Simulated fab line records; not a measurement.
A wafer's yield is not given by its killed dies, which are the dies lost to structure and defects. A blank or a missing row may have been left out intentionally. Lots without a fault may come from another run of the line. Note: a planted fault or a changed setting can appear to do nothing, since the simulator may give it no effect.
Comparing a struck lot with a sound one / flow n5Finfet / 21 out of 1938 route steps
Sound: wafers L290.1, L290.3, L290.5. Wafers L294.2, L294.4, L294.5 were the ones struck. The cause is named last.
Each step with rows lists, per side, the tool, then ch with its chambers, then its first start. Under that, the readings that differ: sound wafers / struck wafers / difference of the means / sigmas: that difference in standard deviations of wafers without a fault.
alike: same words and numbers on both sides, and readings whose means sit less than 2 such deviations apart. not compared: any withheld reading, any reading some wafer has no value for, any bound like >300 that may hide the same value, and any number with overlapping values for which the record gives no deviation.
The two part at a step that has a row with sigmas, a row that says differs or no value, or rows on one side only. Non-overlapping numbers with no deviation appear without sigmas and do not part them. A reading that every wafer of one side lacks parts them only if that side has two wafers or more.

first, 8 steps without rows for these wafers: N5_BEOL_M9_DESCUM_16 (chemistry O2, time 7.9 s); N5_BEOL_M9_ETCH_61 (etches SiARC in CF4, target depth 39 nm, time 65 s); N5_BEOL_M9_ETCH_62 (etches SOC in N2/H2, target depth 110 nm, overetch 22 nm, time 165 s); N5_BEOL_M9_STRIP_68 (strips in N2/H2); N5_BEOL_M9_STRIP_67 (strips in CF4); N5_BEOL_M9_HM_OPEN_17 (chemistry Cl2/BCl3, target TiN, target depth 20 nm, overetch 6 nm); N5_BEOL_M9_STRIP_19 (strips in O2); N5_BEOL_M9_COAT_63 (time 60 s, resist thk 60 nm).
N5_BEOL_M9_COAT_64: time 60 s, resist thk 12 nm.
  sound on lithoTrack-04 ch 0, day 12 00:55; struck on lithoTrack-04 ch 0, day 12 05:13
reading=spinSpeedRpm (rpm); sound=1499.1 1500.2 1500.3; struck=1598.2 1598.5 1598.5; difference=+98.5; sigmas=+99 or more
reading=model.SiARC_of_BEOL_M9_COAT_64.thkNm (nm); sound=12 12 12; struck=11.6 11.6 11.6; difference=-0.4; sigmas=
  alike: exhaustPa, plateTempC
then, 9 steps without rows for these wafers: N5_BEOL_M9_COAT_75 (time 60 s, resist thk 5 nm); N5_BEOL_M9_COAT_22 (resist thk 30 nm); N5_BEOL_M9_EBR_24; N5_BEOL_M9_SOFTBAKE_23 (time 60 s); N5_BEOL_M9_EXPOSE_25 (exposes mask V8); N5_BEOL_M9_PEB_26 (peb time 60 s); N5_BEOL_M9_DEVELOP_27 (develop time 30 s); N5_BEOL_M9_DESCUM_33 (chemistry O2, time 7 s); N5_BEOL_M9_ETCH_76 (etches underlayer in N2/H2, target depth 6.5 nm, time 5.2 s).
N5_BEOL_M9_ETCH_65: etches SiARC in CF4, target depth 15.6 nm, time 26 s.
  sound on rieDiel-06 ch 0,1,2, day 12 01:21; struck on rieDiel-01 ch 1,2, day 12 05:47
reading=etchRfOnTimeS (s); sound=26.6 24.7 27.1; struck=25.4 24.4 24.1; difference=-1.5; sigmas=-2
reading=model.etch.depthNm (nm); sound=12.08 12.09 12.08; struck=11.61 11.64 11.59; difference=-0.47; sigmas=
reading=model.CAR-EUV_of_BEOL_M9_COAT_22.thkNm (nm); sound=11 11 11.2; struck=11.6 11.6 11.6; difference=+0.5; sigmas=
  alike: drypumpMotorCurrentA, oesProductAu, rfVppV, showerheadPlenumPTorr, throttleValvePct
  not compared: rfHoursCounterH
N5_BEOL_M9_ETCH_66: etches SOC in N2/H2, target depth 80 nm, overetch 16 nm, time 120 s.
  sound on rieDiel-06 ch 0,1,2, day 12 01:22; struck on rieDiel-01 ch 1,2, day 12 05:49
  alike: drypumpMotorCurrentA, oesProductAu, rfVppV, showerheadPlenumPTorr, throttleValvePct
  not compared: rfHoursCounterH, model.SiARC_of_BEOL_M9_COAT_64.thkNm
then, 1 step without rows for these wafers: N5_BEOL_M9_STRIP_69 (strips in N2/H2).

## WHERE THEY PART
At N5_BEOL_M9_COAT_64 first; at N5_BEOL_M9_ETCH_65 last (within this record only). Later steps at which nothing parts them and some readings are alike: N5_BEOL_M9_ETCH_66.

WHY: the cause the simulator had injected
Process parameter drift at N5_BEOL_M9_COAT_64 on lithoTrack-04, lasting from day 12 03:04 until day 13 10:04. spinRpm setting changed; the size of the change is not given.
